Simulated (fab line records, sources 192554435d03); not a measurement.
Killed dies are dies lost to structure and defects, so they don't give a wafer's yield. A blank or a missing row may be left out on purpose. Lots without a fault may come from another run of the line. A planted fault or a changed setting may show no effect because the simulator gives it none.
Chamber matching | flow n5_finfet | N5_FIN_SAQP_SPACER2_ALD_28 on ald_sin-03: 4 sister chambers
The step deposits SiO2, target thk 8.1 nm, pulse time 1 s, purge time 2 s. 22 wafers are shown with their chamber, then 11 later ones without.

WAFERS WITH THEIR CHAMBER
wafer  | chamber | heater_power_w (W) | precursor_pulse_height_rel
L078.2 | 2       | 448                | 0.956
L078.5 | 2       | 463                | 1.019
L078.6 | 3       | 432                | 1.030
L079.3 | 2       | 453                | 0.991
L079.4 | 1       | 434                | 0.978
L079.5 | 2       | 441                | 0.953
L080.2 | 0       | 576                | 0.973
L080.5 | 0       | 557                | 1.035
L080.6 | 3       | 438                | 1.023
L083.1 | 3       | 432                | 1.003
L083.3 | 1       | 429                | 1.031
L083.4 | 0       | 551                | 0.959
L085.1 | 0       | 559                | 1.014
L085.2 | 3       | 432                | 0.994
L085.6 | 2       | 453                | 0.979
L087.3 | 3       | 426                | 1.027
L087.4 | 0       | 569                | 1.022
L087.5 | 0       | 566                | 1.009
L088.2 | 0       | 567                | 0.997
L088.4 | 1       | 432                | 1.015
L088.5 | 0       | 577                | 1.004
L089.2 | 0       | 573                | 1.009

SIGNATURES (means of the wafers above)
reading                    | chamber 0 | chamber 1 | chamber 2 | chamber 3 | scatter within a chamber
heater_power_w             | 566.11    | 431.67    | 451.60    | 432.00    | 7.37
precursor_pulse_height_rel | 1.00244   | 1.00800   | 0.97960   | 1.01540   | 0.0234
Rule: a wafer's distance from a chamber is the root of the sum, over the readings, of the square of ((its reading less the chamber's mean) divided by the reading's scatter). The wafer belongs to the nearest chamber; if the next one is less than 2 further off, it can't be placed. The scatter: the root of (the sum of the squares of (reading less its chamber's mean) over the shown wafers, divided by (wafers less chambers)).

WAFERS WITHOUT THEIR CHAMBER
wafer  | heater_power_w (W) | precursor_pulse_height_rel
L089.3 | 467                | 1.004
L089.5 | 571                | 0.987
L091.1 | 428                | 0.994
L091.2 | 432                | 1.001
L091.3 | 569                | 0.985
L094.1 | 456                | 1.003
L094.5 | 432                | 0.993
L094.6 | 556                | 0.991
L095.2 | 561                | 0.990
L095.3 | 431                | 1.015
L095.4 | 459                | 1.021

WHICH CHAMBER EACH WENT THROUGH
wafer  | from the rows above          | in truth
L089.3 | 2                            | 2
L089.5 | 0                            | 0
L091.1 | can't be placed: 1 or 3      | 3
L091.2 | can't be placed: 1 or 3      | 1
L091.3 | 0                            | 0
L094.1 | 2                            | 2
L094.5 | can't be placed: 1 or 3      | 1
L094.6 | 0                            | 0
L095.2 | 0                            | 0
L095.3 | can't be placed: 3 or 1      | 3
L095.4 | can't be placed: 2 or 3 or 1 | 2
Placed correctly: 6 of 11. Can't be placed from these rows: 5 (the true chamber is among the candidates in 5). Placed wrongly: 0.
